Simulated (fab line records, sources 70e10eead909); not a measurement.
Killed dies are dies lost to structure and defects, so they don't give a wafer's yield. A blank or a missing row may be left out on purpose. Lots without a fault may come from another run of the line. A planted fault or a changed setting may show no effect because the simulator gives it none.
fab line records | flow nand_harc
record lots=23 wafers=69 last_day=33
route steps=1302 shown A_CONTACT@1003
lots that met no fault: from a run of the same line without faults
start_h: hours from the record's first day to the start of the lot's first wafer shown | wait_h: hours since the lot's step before | " the same as in the row above | L1.1+2: a row that stands for several wafers | - no value, or no start given | * or withheld: withheld | < > ~ a bound
route shown NAME@n: a module of which the file shows steps, and the number in the route of the first | usual: mean/standard deviation of fault-free wafers | same: alike in all rows | chamber/n: place in a boat | sites: the reading at each site | _std_site: their standard deviation | _edge_site: outer sites' mean less inner sites' | radius_mm: how far each site lies from the wafer's centre | mask NAME#n: copy n | behind: the tool/chamber that last shaped the wafer | hold: why the lot was held/for how many hours/how that ended | device: the transistor (n, p or np) that didn't switch | end of line: the same wafers' tests at the end of the route | a step without rows: its recipe alone | killed: dies lost to structure and defects at the first sort, not the wafer's yield | map: a wafer's dies, x killed, . not, _ none there
set.NAME: the setting as run; set.NAME@STEP: as run at that earlier step | model.NAME: the simulator's own value behind a step, which no gauge read
steps of the route over a sample of lots; a table a step, a row a wafer
services: from which hour (start_h, from the record's first day; less than 0 if before it) a tool's chamber was out of use, for how many hours, and why
## steps
# step NHARC_A_CONTACT_ETCH_50
# recipe target_depth_a=1210 time_s=60.5 cf4_flow_sccm=100 chf3_flow_sccm=30 ar_flow_sccm=0 rf_w=500 bias_w=200 chemistry=CF4/CHF3
# usual drypump_motor_current_A=5.8/0.36 oes_product_au=0.945/0.022 rf_vpp_V=370.4/2.8 showerhead_plenum_p_Torr=1.57/0.079 throttle_valve_pct=16.803/0.0086
# same time_s=60.5
# columns lot.wafer tool chamber start_h wait_h drypump_motor_current_A oes_product_au rf_hours_counter_h rf_vpp_V showerhead_plenum_p_Torr throttle_valve_pct
L074.1 rie_diel-09 1 - - 5.6 0.933 28 373.2 1.65 16.804
L074.3 " 2 " " 6.3 0.932 25 371.8 1.60 16.815
L074.6 " 0 " " 6.4 0.916 - 367.0 1.49 16.813
L075.3 rie_diel-04 0 - - 5.6 0.926 42 366.3 1.46 16.803
L075.5 " 3 " " 6.3 0.922 - 370.2 1.55 16.801
L075.6 " 0 " " 5.6 0.919 - 366.0 1.46 16.802
L076.3 rie_diel-04 2 - - 5.7 0.918 41 369.2 1.57 16.801
L076.4 " 3 " " 6.3 0.929 50 370.6 1.55 16.812
L076.2 " 1 " " 5.7 0.932 48 373.1 1.69 16.802
L077.4 rie_diel-09 3 - - 5.7 0.970 6 367.0 1.46 16.809
L077.3 " 2 " " 6.3 0.976 5 371.4 1.59 16.800
L077.5 " 3 " " 5.7 0.962 - 366.7 1.46 16.810
L078.3 rie_diel-07 3 - - 5.5 0.967 17 371.5 1.56 16.816
L078.2 " 0 " " 5.4 0.961 17 374.8 1.70 16.806
L078.6 " 2 " " 5.4 0.981 - 368.3 1.49 16.803
L079.2 rie_diel-09 2 - - 6.3 0.962 10 370.7 1.59 16.825
L079.1 " 3 " " 5.6 0.957 10 365.7 1.46 16.809
L079.6 " 2 " " 6.3 0.958 - 371.9 1.59 16.818
L080.1 rie_diel-07 3 - - 5.4 0.919 26 371.9 1.56 16.789
L080.4 " 1 " " 5.7 0.927 24 367.6 1.52 16.808
L080.5 " 2 " " 5.4 0.918 - 366.7 1.49 16.811
L081.4 rie_diel-09 2 - - 6.3 0.971 11 371.6 1.59 16.809
L081.1 " 3 " " 5.7 0.960 11 367.4 1.46 16.794
L081.6 " 1 " " 5.6 0.966 - 372.6 1.65 16.808
L082.2 rie_diel-09 3 - - 5.7 0.975 11 366.6 1.46 16.809
L082.5 " 1 " " 5.6 0.960 - 373.5 1.65 16.807
L082.6 " 2 " " 6.4 0.956 - 370.1 1.59 16.801
L085.1 rie_diel-09 1 - - 5.6 0.969 15 373.6 1.65 16.785
L085.4 " 3 " " 5.7 0.952 15 366.5 1.46 16.801
L085.5 " 1 " " 5.6 0.968 - 372.7 1.65 16.789
L084.4 rie_diel-07 1 - - 5.7 0.931 33 369.7 1.52 16.800
L084.3 " 3 " " 5.5 0.924 34 372.0 1.56 16.800
L084.5 " 0 " " 5.4 0.925 - 375.1 1.69 16.809
L083.2 rie_diel-09 2 - - 6.3 0.959 18 373.0 1.59 16.788
L083.6 " 2 " " 6.3 0.953 - 369.5 1.59 16.806
L083.4 " 1 " " 5.6 0.965 - 372.4 1.65 16.817
L086.4 rie_diel-09 3 - - 5.7 0.964 21 366.8 1.46 16.811
L086.3 " 1 " " 5.6 0.959 21 374.1 1.65 16.794
L086.2 " 2 " " 6.3 0.960 22 371.6 1.59 16.804
L087.3 rie_diel-04 0 - - 5.6 0.928 27 374.9 1.69 16.808
L087.4 " 2 " " 5.7 0.925 28 369.8 1.56 16.809
L087.2 " 3 " " 6.3 0.920 27 370.4 1.54 16.797
L088.4 rie_diel-04 0 - - 5.6 0.924 28 375.9 1.69 16.799
L088.3 " 2 " " 5.7 0.922 29 370.9 1.56 16.806
L088.6 " 3 " " 6.3 0.917 - 368.5 1.54 16.808
L089.5 rie_diel-07 3 - - 5.4 0.925 - 369.8 1.55 16.807
L089.6 " 1 " " 5.7 0.920 - 368.3 1.51 16.803
L089.4 " 2 " " 5.4 0.927 - 367.2 1.48 16.803
L090.4 rie_diel-09 1 - - 5.6 0.965 26 372.4 1.65 16.797
L090.1 " 2 " " 6.3 0.997 26 371.4 1.59 16.801
L090.6 " 1 " " 5.6 0.958 - 374.2 1.64 16.806
L091.3 rie_diel-09 1 - - 5.6 0.932 27 374.5 1.64 16.809
L091.2 " 3 " " 5.7 0.940 26 365.9 1.46 16.807
L091.5 " 0 " " 6.4 0.916 - 368.0 1.49 16.807
L092.4 rie_diel-07 3 - - 5.4 0.969 10 370.7 1.55 16.813
L092.3 " 1 " " 5.7 0.980 7 368.5 1.51 16.818
L092.5 " 0 " " 5.5 0.976 - 373.6 1.68 16.806
L093.1 rie_diel-09 3 - - 5.7 0.978 0 374.0 1.70 16.797
L093.3 " 0 " " 6.4 0.954 0 367.9 1.49 16.802
L093.2 " 1 " " 5.6 0.950 0 371.7 1.64 16.802
L095.3 rie_diel-04 0 - - 5.6 0.928 52 374.0 1.69 16.814
L095.6 " 2 " " 5.7 0.919 - 370.6 1.55 16.798
L095.5 " 3 " " 6.3 0.920 - 369.9 1.53 16.797
L097.3 rie_diel-09 1 - - 5.6 0.953 6 373.2 1.64 16.813
L097.6 " 1 " " 5.6 0.955 - 372.1 1.64 16.805
L097.5 " 2 " " 6.3 0.957 - 370.2 1.59 16.779
L096.3 rie_diel-07 3 - - 5.5 0.925 23 369.9 1.55 16.798
L096.2 " 1 " " 5.7 0.921 22 368.8 1.51 16.794
L096.6 " 3 " " 5.5 0.934 - 368.5 1.55 16.801
# step NHARC_A_CONTACT_DESCUM_74
# recipe time_s=3 o2_flow_sccm=200 ar_flow_sccm=0 bias_power_w=0 chemistry=O2
# usual drypump_motor_current_A=5.8/0.36 oes_product_au=0.998/0.0071 rf_vpp_V=57.8/0.96 showerhead_plenum_p_Torr=1.92/0.1 throttle_valve_pct=11.312/0.0094
# same time_s=3
# columns lot.wafer tool chamber start_h wait_h drypump_motor_current_A oes_product_au rf_hours_counter_h rf_vpp_V showerhead_plenum_p_Torr throttle_valve_pct
L074.3 rie_diel-07 1 502.62 0.1 5.7 1.013 6 58.1 1.85 11.323
L074.1 " 0 " " 5.4 1.000 6 58.3 2.07 11.305
L074.6 " 1 " " 5.7 1.013 - 57.3 1.85 11.296
L075.3 rie_diel-07 0 515.26 0.1 5.5 1.005 11 56.7 2.07 11.302
L075.5 " 3 " " 5.5 1.002 - 56.8 1.90 11.313
L075.6 " 0 " " 5.5 1.004 - 57.5 2.07 11.326
L076.3 rie_diel-07 2 515.83 0.1 5.4 0.996 11 56.4 1.81 11.295
L076.2 " 0 " " 5.5 1.006 11 58.3 2.07 11.303
L076.4 " 1 " " 5.7 1.001 11 57.2 1.85 11.303
L077.3 rie_diel-09 3 542.16 0.1 5.7 0.991 7 56.8 1.77 11.316
L077.4 " 0 " " 6.4 0.992 6 56.6 1.81 11.309
L077.5 " 1 " " 5.6 1.004 - 57.6 2.01 11.318
L078.2 rie_diel-04 2 542.38 0.1 5.7 0.990 0 58.3 1.90 11.336
L078.3 " 3 " " 6.3 1.008 0 58.4 1.88 11.317
L078.6 " 2 " " 5.7 1.003 - 57.5 1.90 11.308
L079.2 rie_diel-07 1 567.43 0.1 5.7 1.003 25 56.5 1.84 11.311
L079.1 " 2 " " 5.4 0.998 22 57.9 1.80 11.319
L079.6 " 3 " " 5.5 1.003 - 56.7 1.89 11.315
L080.1 rie_diel-09 0 574.18 0.1 6.4 0.993 12 57.9 1.81 11.312
L080.4 " 3 " " 5.7 1.012 12 55.9 1.77 11.299
L080.5 " 0 " " 6.4 1.002 - 57.8 1.81 11.322
L081.4 rie_diel-04 3 574.35 0.1 6.3 1.006 10 58.3 1.87 11.311
L081.1 " 0 " " 5.6 1.007 9 58.3 2.07 11.324
L081.6 " 3 " " 6.4 1.005 - 56.7 1.88 11.308
L082.2 rie_diel-09 0 581.33 0.1 6.4 0.998 13 55.6 1.81 11.300
L082.6 " 1 " " 5.6 0.999 - 55.5 2.01 11.313
L082.5 " 2 " " 6.3 0.994 - 57.6 1.94 11.322
L085.4 rie_diel-09 0 593.72 0.1 6.4 1.006 15 57.3 1.81 11.321
L085.1 " 1 " " 5.6 1.002 16 57.5 2.01 11.302
L085.5 " 3 " " 5.7 1.002 - 58.7 1.77 11.318
L084.3 rie_diel-09 1 599.50 0.1 5.6 0.995 18 59.0 2.01 11.311
L084.4 " 1 " " 5.6 0.984 - 59.3 2.01 11.310
L084.5 " 3 " " 5.7 1.008 - 59.2 1.77 11.314
L083.2 rie_diel-04 2 607.00 0.1 5.7 0.997 21 58.1 1.90 11.327
L083.4 " 1 " " 5.7 1.000 18 59.0 2.05 11.308
L083.6 " 3 " " 6.3 1.006 - 58.8 1.87 11.301
L086.3 rie_diel-09 3 622.91 0.1 5.7 0.994 22 57.7 1.76 11.321
L086.4 " 1 " " 5.6 0.991 23 58.3 2.01 11.307
L086.2 " 2 " " 6.3 0.999 23 56.5 1.93 11.304
L087.2 rie_diel-09 3 641.48 0.1 5.6 1.009 24 56.8 1.76 11.300
L087.3 " 0 " " 6.4 0.992 21 57.5 1.81 11.301
L087.4 " 1 " " 5.6 0.998 24 59.3 2.01 11.328
L088.3 rie_diel-04 1 653.41 0.1 5.8 0.990 33 58.3 2.05 11.310
L088.4 " 0 " " 5.6 0.988 33 58.4 2.07 11.308
L088.6 " 2 " " 5.6 0.989 - 56.2 1.89 11.321
L089.4 rie_diel-07 2 660.75 0.1 5.4 0.993 - 56.8 1.79 11.317
L089.6 " 2 " " 5.4 1.001 - 56.2 1.79 11.306
L089.5 " 3 " " 5.5 0.991 - 58.3 1.88 11.318
L090.4 rie_diel-04 0 662.80 0.1 5.6 1.000 35 58.7 2.06 11.324
L090.1 " 1 " " 5.7 1.010 35 58.6 2.05 11.302
L090.6 " 1 " " 5.8 0.994 - 56.5 2.05 11.307
L091.2 rie_diel-09 1 663.96 0.1 5.6 1.005 29 58.8 2.00 11.317
L091.3 " 3 " " 5.7 0.997 28 57.6 1.76 11.299
L091.5 " 1 " " 5.6 1.012 - 57.8 2.00 11.317
L092.3 rie_diel-09 0 688.74 0.1 6.4 0.997 1 58.0 1.80 11.314
L092.4 " 1 " " 5.6 0.990 1 57.5 2.00 11.311
L092.5 " 0 " " 6.4 0.992 - 56.5 1.80 11.324
L093.2 rie_diel-09 2 695.76 0.1 6.3 1.005 3 57.5 1.93 11.320
L093.1 " 0 " " 6.4 0.996 2 58.4 1.80 11.321
L093.3 " 1 " " 5.6 0.988 2 57.0 2.00 11.308
L095.3 rie_diel-09 3 719.00 0.1 5.7 0.994 6 58.7 2.07 11.323
L095.6 " 1 " " 5.6 0.992 - 57.6 2.00 11.313
L095.5 " 2 " " 6.4 0.998 - 57.2 1.93 11.327
L097.3 rie_diel-09 0 737.50 0.1 6.4 0.993 10 57.0 1.80 11.295
L097.5 " 3 " " 5.7 0.988 - 59.6 2.07 11.286
L097.6 " 0 " " 6.4 0.998 - 56.0 1.80 11.311
L096.3 rie_diel-04 0 737.64 0.1 5.6 0.993 8 58.6 2.06 11.322
L096.2 " 1 " " 5.7 1.000 8 57.8 2.04 11.319
L096.6 " 1 " " 5.7 1.002 - 59.5 2.04 11.323
# step NHARC_A_CONTACT_ETCH_126
# recipe source_w=withheld pressure_mtorr=20 bias_v=3000 time_s=197 target_depth_a=19180 ar_flow_sccm=withheld c4f8_flow_sccm=withheld o2_flow_sccm=withheld chemistry=C4F8/O2/Ar
# same time_s=197
# columns lot.wafer tool chamber start_h wait_h rf_hours_counter_h
L074.1 har_cap_etch-02 1 504.68 0.1 81
L074.3 " 0 " " -
L074.6 " 1 " " -
L075.3 har_cap_etch-03 1 517.28 0.1 -
L075.6 " 0 " " -
L075.5 " 1 " " -
L076.2 har_cap_etch-02 1 518.32 0.1 87
L076.3 " 0 " " -
L076.4 " 1 " " -
L077.4 har_cap_etch-01 1 544.12 0.1 -
L077.3 " 0 " " -
L077.5 " 1 " " -
L078.2 har_cap_etch-03 0 544.81 0.2 46
L078.3 " 1 " " -
L078.6 " 0 " " -
L079.2 har_cap_etch-03 1 569.31 0.1 50
L079.1 " 0 " " 50
L079.6 " 1 " " -
L080.1 har_cap_etch-01 1 576.13 0.1 10
L080.4 " 1 " " -
L080.5 " 1 " " -
L081.1 har_cap_etch-03 1 576.28 0.1 52
L081.4 " 0 " " -
L081.6 " 0 " " -
L082.2 har_cap_etch-01 1 583.27 0.1 12
L082.5 " 0 " " -
L082.6 " 1 " " -
L085.1 har_cap_etch-02 0 595.66 0.1 103
L085.4 " 1 " " -
L085.5 " 0 " " -
L084.4 har_cap_etch-03 0 601.78 0.1 -
L084.3 " 1 " " -
L084.5 " 0 " " -
L083.2 har_cap_etch-01 0 608.96 0.1 17
L083.4 " 1 " " -
L083.6 " 1 " " -
L086.2 har_cap_etch-03 1 624.84 0.1 60
L086.3 " 1 " " -
L086.4 " 0 " " -
L087.2 har_cap_etch-03 1 643.43 0.1 62
L087.4 " 0 " " -
L087.3 " 1 " " -
L088.3 har_cap_etch-03 0 655.39 0.1 -
L088.4 " 1 " " -
L088.6 " 1 " " -
L089.4 har_cap_etch-02 1 663.61 0.1 -
L089.6 " 1 " " -
L089.5 " 0 " " -
L090.1 har_cap_etch-01 1 664.82 0.1 26
L090.4 " 1 " " -
L090.6 " 0 " " -
L091.2 har_cap_etch-03 0 665.88 0.1 69
L091.3 " 0 " " -
L091.5 " 1 " " -
L092.3 har_cap_etch-02 1 690.72 0.1 -
L092.4 " 0 " " -
L092.5 " 1 " " -
L093.2 har_cap_etch-03 0 697.67 0.1 73
L093.1 " 1 " " 73
L093.3 " 0 " " -
L095.3 har_cap_etch-02 1 720.97 0.1 -
L095.6 " 1 " " -
L095.5 " 0 " " -
L097.3 har_cap_etch-03 1 739.47 0.1 -
L097.5 " 1 " " -
L097.6 " 0 " " -
L096.2 har_cap_etch-01 0 740.02 0.1 40
L096.3 " 0 " " -
L096.6 " 0 " " -
# step NHARC_A_CONTACT_ETCH_106
# recipe target_depth_a=900 overetch_a=90 time_s=49.5 ion_energy_ev=100 cf4_flow_sccm=80 o2_flow_sccm=20 ar_flow_sccm=0 rf_w=300 bias_w=100 chemistry=CF4/O2
# usual drypump_motor_current_A=5.9/0.36 oes_product_au=0.999/0.0068 rf_vpp_V=198.0/1.5 showerhead_plenum_p_Torr=1.34/0.069 throttle_valve_pct=13.398/0.0086
# same time_s=49.5
# columns lot.wafer tool chamber start_h wait_h drypump_motor_current_A oes_product_au rf_hours_counter_h rf_vpp_V showerhead_plenum_p_Torr throttle_valve_pct
L074.3 rie_diel-09 2 507.20 0.1 6.3 1.012 0 197.1 1.35 13.397
L074.1 " 0 " " 6.4 0.990 0 197.2 1.27 13.391
L074.6 " 1 " " 5.6 1.002 - 199.8 1.40 13.404
L075.3 rie_diel-07 2 519.74 0.1 5.4 0.989 12 195.8 1.26 13.399
L075.5 " 2 " " 5.4 1.000 - 196.7 1.26 13.407
L075.6 " 3 " " 5.5 1.010 - 198.0 1.32 13.387
L076.2 rie_diel-09 3 520.83 0.1 5.7 1.000 3 197.2 1.24 13.410
L076.3 " 0 " " 6.3 0.996 2 195.4 1.27 13.404
L076.4 " 1 " " 5.6 1.006 2 196.8 1.40 13.404
L077.4 rie_diel-09 3 546.60 0.1 5.7 0.998 8 195.7 1.24 13.389
L077.3 " 1 " " 5.6 1.003 7 199.1 1.40 13.393
L077.5 " 2 " " 6.3 0.989 - 198.5 1.35 13.385
L078.3 rie_diel-07 3 547.90 0.1 5.4 1.011 24 197.2 1.32 13.399
L078.2 " 0 " " 5.5 1.004 24 199.8 1.44 13.398
L078.6 " 2 " " 5.4 1.004 - 196.0 1.26 13.402
L079.2 rie_diel-04 1 571.86 0.0 5.7 1.002 8 200.6 1.43 13.395
L079.1 " 3 " " 6.3 0.995 9 197.2 1.31 13.398
L079.6 " 2 " " 5.7 0.999 - 196.8 1.33 13.404
L080.1 rie_diel-09 2 578.64 0.1 6.3 1.014 14 198.2 1.35 13.393
L080.4 " 3 " " 5.7 1.011 13 197.0 1.23 13.390
L080.5 " 1 " " 5.6 1.000 - 199.0 1.40 13.401
L081.1 rie_diel-04 1 578.81 0.1 5.7 0.998 10 199.3 1.43 13.407
L081.4 " 2 " " 5.7 0.996 10 198.1 1.33 13.400
L081.6 " 1 " " 5.7 0.990 - 200.2 1.43 13.390
L082.2 rie_diel-07 2 585.80 0.0 5.4 1.001 28 196.2 1.26 13.409
L082.5 " 2 " " 5.4 0.998 - 196.0 1.26 13.420
L082.6 " 3 " " 5.5 0.992 - 197.8 1.32 13.393
L085.4 rie_diel-07 1 598.44 0.1 5.7 1.002 39 198.4 1.28 13.395
L085.1 " 0 " " 5.5 1.000 40 200.6 1.44 13.400
L085.5 " 2 " " 5.4 1.011 - 194.4 1.26 13.413
L084.3 rie_diel-09 2 604.84 0.1 6.4 0.991 20 197.3 1.35 13.376
L084.4 " 3 " " 5.7 1.004 19 194.9 1.23 13.405
L084.5 " 2 " " 6.3 0.999 - 198.7 1.35 13.397
L083.2 rie_diel-04 1 611.46 0.1 5.7 0.993 20 200.9 1.43 13.408
L083.4 " 2 " " 5.7 0.989 22 197.6 1.32 13.396
L083.6 " 2 " " 5.7 1.001 - 196.9 1.32 13.407
L086.4 rie_diel-04 1 627.38 0.1 5.7 1.005 24 199.2 1.43 13.392
L086.3 " 3 " " 6.3 1.004 25 196.4 1.31 13.392
L086.2 " 0 " " 5.6 0.998 24 200.2 1.44 13.392
L087.2 rie_diel-07 3 645.94 0.0 5.5 0.994 52 196.2 1.32 13.385
L087.3 " 0 " " 5.4 0.990 58 200.8 1.43 13.391
L087.4 " 1 " " 5.7 1.000 58 196.5 1.28 13.414
L088.4 rie_diel-09 0 657.86 0.1 6.4 0.993 25 196.3 1.26 13.404
L088.3 " 2 " " 6.3 1.004 27 198.3 1.35 13.408
L088.6 " 0 " " 6.4 0.987 - 197.0 1.26 13.396
L089.4 rie_diel-09 1 666.11 0.1 5.6 1.003 30 198.4 1.40 13.396
L089.5 " 0 " " 6.4 0.991 - 195.9 1.26 13.409
L089.6 " 1 " " 5.6 0.998 - 199.5 1.40 13.386
L090.4 rie_diel-09 1 667.35 0.1 5.6 0.998 30 199.3 1.40 13.403
L090.1 " 3 " " 5.7 1.002 29 195.9 1.23 13.402
L090.6 " 1 " " 5.6 1.007 - 198.2 1.40 13.401
L091.3 rie_diel-09 1 668.38 0.1 5.6 1.009 30 199.2 1.40 13.389
L091.2 " 3 " " 5.7 1.008 29 195.9 1.23 13.407
L091.5 " 2 " " 6.3 1.009 - 199.1 1.35 13.399
L092.3 rie_diel-09 1 693.45 0.1 5.6 0.991 2 199.4 1.40 13.398
L092.4 " 3 " " 5.7 0.998 2 199.1 1.45 13.382
L092.5 " 1 " " 5.6 0.992 - 198.9 1.40 13.391
L093.1 rie_diel-09 0 700.21 0.1 6.4 0.994 3 197.7 1.26 13.397
L093.3 " 1 " " 5.6 1.003 3 199.1 1.40 13.399
L093.2 " 3 " " 5.7 0.994 4 200.1 1.45 13.394
L095.3 rie_diel-09 0 723.47 0.1 6.4 1.000 6 196.0 1.26 13.411
L095.5 " 0 " " 6.4 0.993 - 196.4 1.26 13.406
L095.6 " 1 " " 5.6 0.994 - 200.2 1.40 13.392
L097.3 rie_diel-09 2 741.96 0.1 6.3 1.003 12 198.5 1.34 13.395
L097.5 " 3 " " 5.7 0.991 - 199.1 1.44 13.395
L097.6 " 0 " " 6.4 0.989 - 196.9 1.26 13.407
L096.2 rie_diel-09 2 742.64 0.1 6.3 0.992 12 197.8 1.35 13.408
L096.3 " 0 " " 6.4 0.987 11 196.7 1.26 13.381
L096.6 " 1 " " 5.6 0.995 - 198.3 1.39 13.398
# step NHARC_A_CONTACT_DESCUM_13
# recipe time_s=3 o2_flow_sccm=200 ar_flow_sccm=0 bias_power_w=0 chemistry=O2
# usual drypump_motor_current_A=5.9/0.36 oes_product_au=0.999/0.0063 rf_vpp_V=57.8/0.93 showerhead_plenum_p_Torr=1.92/0.1 throttle_valve_pct=11.312/0.0076
# same time_s=3
# columns lot.wafer tool chamber start_h wait_h drypump_motor_current_A oes_product_au rf_hours_counter_h rf_vpp_V showerhead_plenum_p_Torr throttle_valve_pct
L074.3 rie_diel-07 2 512.47 0.1 5.4 1.006 10 58.1 1.81 11.312
L074.1 " 3 " " 5.5 1.009 10 57.4 1.90 11.318
L074.6 " 2 " " 5.4 1.001 - 57.8 1.81 11.310
L075.3 rie_diel-09 3 527.21 0.1 5.7 1.015 4 56.9 1.77 11.326
L075.5 " 1 " " 5.6 1.007 - 58.6 2.01 11.307
L075.6 " 2 " " 6.3 1.013 - 57.9 1.94 11.308
L076.2 rie_diel-09 0 527.58 0.2 6.4 0.995 4 58.0 1.81 11.305
L076.3 " 1 " " 5.6 1.014 3 59.3 2.01 11.315
L076.4 " 3 " " 5.7 0.999 4 58.1 1.77 11.317
L077.4 rie_diel-09 2 550.71 0.1 6.3 1.001 8 58.6 1.94 11.314
L077.3 " 0 " " 6.4 0.992 7 57.1 1.81 11.311
L077.5 " 2 " " 6.3 1.010 - 57.8 1.94 11.312
L078.3 rie_diel-09 0 552.44 0.1 6.4 0.999 7 57.9 1.81 11.313
L078.2 " 3 " " 5.7 0.997 9 57.0 1.77 11.301
L078.6 " 0 " " 6.4 0.992 - 56.8 1.81 11.321
L079.1 rie_diel-07 2 575.06 0.1 5.4 0.997 24 58.6 1.80 11.314
L079.2 " 0 " " 5.4 0.992 30 58.5 2.07 11.306
L079.6 " 3 " " 5.5 0.995 - 56.1 1.89 11.310
L080.1 rie_diel-07 2 581.84 0.1 5.4 0.999 26 57.4 1.80 11.318
L080.4 " 3 " " 5.4 0.998 30 58.5 1.89 11.326
L080.5 " 1 " " 5.7 0.998 - 58.0 1.84 11.309
L081.4 rie_diel-09 2 582.98 0.1 6.3 1.007 15 56.9 1.94 11.312
L081.1 " 3 " " 5.7 1.003 14 55.8 1.77 11.304
L081.6 " 2 " " 6.4 1.005 - 58.1 1.94 11.327
L082.2 rie_diel-04 3 589.12 0.1 6.3 0.991 15 57.7 1.87 11.303
L082.6 " 3 " " 6.4 1.002 - 56.4 1.87 11.302
L082.5 " 0 " " 5.6 0.990 - 57.7 2.07 11.306
L085.1 rie_diel-09 1 604.78 0.1 5.6 1.001 20 58.9 2.01 11.315
L085.4 " 3 " " 5.7 0.991 - 57.5 1.76 11.316
L085.5 " 1 " " 5.6 0.993 - 58.1 2.01 11.324
L084.3 rie_diel-09 2 608.52 0.1 6.3 0.999 21 58.1 1.94 11.309
L084.4 " 3 " " 5.7 0.994 20 57.9 1.76 11.322
L084.5 " 2 " " 6.3 0.996 - 58.6 1.94 11.313
L083.4 rie_diel-09 1 615.18 0.1 5.6 1.002 22 58.5 2.01 11.320
L083.2 " 0 " " 6.4 0.990 19 56.4 1.81 11.311
L083.6 " 2 " " 6.3 1.007 - 59.1 1.93 11.312
L086.4 rie_diel-04 2 630.73 0.1 5.7 1.005 28 58.4 1.90 11.297
L086.2 " 3 " " 6.3 1.003 26 57.8 1.87 11.313
L086.3 " 1 " " 5.8 1.009 25 59.0 2.05 11.310
L087.3 rie_diel-09 0 650.13 0.1 6.4 0.993 22 57.4 1.81 11.308
L087.2 " 1 " " 5.6 0.990 25 58.8 2.01 11.310
L087.4 " 3 " " 5.7 0.996 - 57.2 1.76 11.313
L088.3 rie_diel-09 1 662.10 0.1 5.6 1.004 28 59.3 2.00 11.313
L088.4 " 2 " " 6.3 1.013 27 57.5 1.93 11.316
L088.6 " 0 " " 6.4 0.995 - 57.8 1.80 11.311
L089.4 rie_diel-09 1 669.33 0.1 5.6 1.000 30 57.9 2.00 11.306
L089.6 " 1 " " 5.6 1.008 - 58.4 2.00 11.315
L089.5 " 2 " " 6.3 0.998 - 57.8 1.93 11.316
L090.4 rie_diel-04 2 671.41 0.1 5.7 1.000 41 58.2 1.89 11.301
L090.1 " 0 " " 5.6 1.007 39 57.9 2.06 11.313
L090.6 " 2 " " 5.7 0.997 - 56.1 1.89 11.315
L091.3 rie_diel-04 0 677.36 0.1 5.6 0.987 43 58.7 2.06 11.325
L091.2 " 3 " " 6.3 0.999 43 58.2 1.86 11.313
L091.5 " 1 " " 5.7 1.004 - 57.9 2.04 11.300
L092.4 rie_diel-09 1 697.50 0.1 5.6 0.990 3 57.8 2.00 11.309
L092.3 " 3 " " 5.7 0.989 3 60.1 2.08 11.316
L092.5 " 2 " " 6.3 1.003 - 58.1 1.93 11.309
L093.2 rie_diel-09 1 703.51 0.1 5.6 1.003 4 57.7 2.00 11.302
L093.3 " 2 " " 6.3 1.006 4 58.2 1.93 11.309
L093.1 " 3 " " 5.7 1.004 4 57.4 2.08 11.304
L095.3 rie_diel-09 1 728.48 0.1 5.6 0.999 7 57.0 2.00 11.319
L095.5 " 3 " " 5.6 0.992 - 57.9 2.07 11.309
L095.6 " 0 " " 6.4 0.996 - 56.9 1.80 11.308
L097.3 rie_diel-07 3 749.33 0.1 5.4 1.000 30 58.2 1.87 11.312
L097.5 " 1 " " 5.7 0.995 - 57.1 1.82 11.323
L097.6 " 2 " " 5.4 1.001 - 57.0 1.79 11.310
L096.3 rie_diel-09 2 750.09 0.1 6.3 0.996 15 58.5 1.93 11.321
L096.2 " 3 " " 5.7 0.992 14 57.2 2.07 11.319
L096.6 " 3 " " 5.7 0.993 - 61.3 2.07 11.301
# step NHARC_A_CONTACT_CD_MEAS_15
# usual cd_nm=190.0/0.49
# columns lot.wafer tool chamber start_h wait_h cd_nm
L074.1 cd_sem-02 - 515.70 - 190.1
L074.3 " - " " 189.7
L074.6 " - " " 189.6
L075.3 cd_sem-03 - 530.57 - 189.8
L075.5 " - " " 189.8
L075.6 " - " " 190.3
L076.2 cd_sem-03 - 531.24 - 190.2
L076.3 " - " " 190.6
L076.4 " - " " 190.4
L077.3 cd_sem-03 - 554.11 - 190.2
L077.4 " - " " 190.3
L077.5 " - " " 190.1
L078.2 cd_sem-02 - 555.61 - 189.6
L078.3 " - " " 190.1
L078.6 " - " " 190.0
L079.1 cd_sem-02 - 578.46 - 189.4
L079.2 " - " " 189.9
L079.6 " - " " 190.0
L080.1 cd_sem-02 - 585.04 - 190.4
L080.4 " - " " 189.3
L080.5 " - " " 189.8
L081.1 cd_sem-02 - 586.35 - 190.4
L081.4 " - " " 190.1
L081.6 " - " " 190.4
L082.2 cd_sem-02 - 592.31 - 189.2
L082.5 " - " " 189.1
L082.6 " - " " 188.8
L085.1 cd_sem-02 - 608.07 - 190.0
L085.4 " - " " 190.5
L085.5 " - " " 189.9
L084.3 cd_sem-01 - 611.70 - 189.5
L084.4 " - " " 189.2
L084.5 " - " " 189.6
L083.2 cd_sem-01 - 618.37 - 189.9
L083.4 " - " " 190.3
L083.6 " - " " 189.2
L086.2 cd_sem-01 - 634.08 - 191.1
L086.3 " - " " 191.0
L086.4 " - " " 191.0
L087.2 cd_sem-01 - 653.55 - 189.7
L087.3 " - " " 189.3
L087.4 " - " " 189.4
L088.3 cd_sem-03 - 665.29 - 190.2
L088.4 " - " " 190.4
L088.6 " - " " 190.4
L089.4 cd_sem-02 - 672.53 - 189.4
L089.5 " - " " 189.5
L089.6 " - " " 189.9
L090.1 cd_sem-03 - 674.74 - 190.3
L090.4 " - " " 189.5
L090.6 " - " " 189.8
L091.2 cd_sem-01 - 680.58 - 190.1
L091.3 " - " " 190.8
L091.5 " - " " 190.1
L092.3 cd_sem-02 - 700.73 - 190.2
L092.4 " - " " 190.3
L092.5 " - " " 189.7
L093.1 cd_sem-02 - 707.24 - 191.0
L093.2 " - " " 190.1
L093.3 " - " " 190.6
L095.3 cd_sem-01 - 731.65 - 189.7
L095.5 " - " " 189.8
L095.6 " - " " 190.0
L097.3 cd_sem-01 - 752.51 - 190.6
L097.5 " - " " 189.7
L097.6 " - " " 190.3
L096.2 cd_sem-02 - 753.29 - 190.3
L096.3 " - " " 190.8
L096.6 " - " " 190.5
## services
# columns tool chamber start_h hours kind
rie_diel-07 - 471.32 9.0 pm
rie_diel-09 0 476.70 - clean
rie_diel-09 1 476.70 - clean
rie_diel-09 2 476.70 - clean
rie_diel-09 3 476.70 - clean
har_cap_etch-01 - 489.22 1.1 repair
har_cap_etch-01 - 497.00 17.0 pm
rie_diel-09 - 497.44 9.0 pm
rie_diel-09 0 497.44 9.0 vent_cycle
rie_diel-09 1 497.44 9.0 vent_cycle
rie_diel-09 2 497.44 9.0 vent_cycle
rie_diel-09 3 497.44 9.0 vent_cycle
rie_diel-07 2 523.08 4.5 repair
rie_diel-04 - 532.15 9.0 pm
rie_diel-04 1 558.39 3.9 repair
rie_diel-07 2 603.01 4.5 repair
rie_diel-07 2 625.11 9.1 repair
rie_diel-09 - 626.52 6.0 repair
rie_diel-09 2 648.15 3.2 repair
rie_diel-07 - 651.12 9.0 pm
rie_diel-04 - 709.15 9.0 pm
rie_diel-07 2 709.44 22.5 repair
rie_diel-07 - 717.48 1.9 repair
rie_diel-04 3 732.54 9.0 repair
## key
fault none
